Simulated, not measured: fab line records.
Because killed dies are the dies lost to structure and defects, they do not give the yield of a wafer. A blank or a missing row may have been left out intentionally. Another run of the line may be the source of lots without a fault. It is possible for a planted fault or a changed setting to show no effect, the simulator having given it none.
Chamber matching    flow n5_finfet    3 sister chambers for N5_BEOL_M4_PRE_CLEAN_60 on cvd_co-02
The step time 15 s. 3 wafers are shown with their chamber, then 12 later ones without.

## WAFERS WITH THEIR CHAMBER
wafer   chamber  heater_power_w (W)
L086.2  0        107
L086.5  2        82
L086.6  1        90

## WAFERS WHOSE CHAMBER IS MISSING
wafer   heater_power_w (W)
L087.1  110
L087.4  107
L087.5  86
L091.1  87
L091.2  113
L091.6  88
L095.1  108
L095.4  86
L095.5  111
L096.1  89
L096.2  87
L096.3  107

## CHAMBER TAKEN BY EACH
wafer   from the rows above      in truth
L087.1  0                        0
L087.4  0                        0
L087.5  can't be placed: 1 or 2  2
L091.1  can't be placed: 1 or 2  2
L091.2  0                        0
L091.6  can't be placed: 1 or 2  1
L095.1  0                        0
L095.4  can't be placed: 1 or 2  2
L095.5  0                        0
L096.1  can't be placed: 1 or 2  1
L096.2  can't be placed: 1 or 2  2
L096.3  0                        0
Correct placement for 6 of the 12. Not placeable from these rows: 6 (in 6, the candidates include the true chamber). Number placed wrongly: 0.
How it was worked out, from the rows above alone: a wafer's distance from a chamber is the root of the sum, over the readings, of the square of ((its reading less the chamber's mean) divided by the reading's scatter). If the next closest chamber is less than 2 further off than the closest, the wafer can't be placed; otherwise it belongs to the closest. Each chamber's mean is taken over the wafers shown for it. The scatter: with one shown wafer a chamber, the root of the mean of the squares of how far each hidden wafer lies from its nearest shown one.
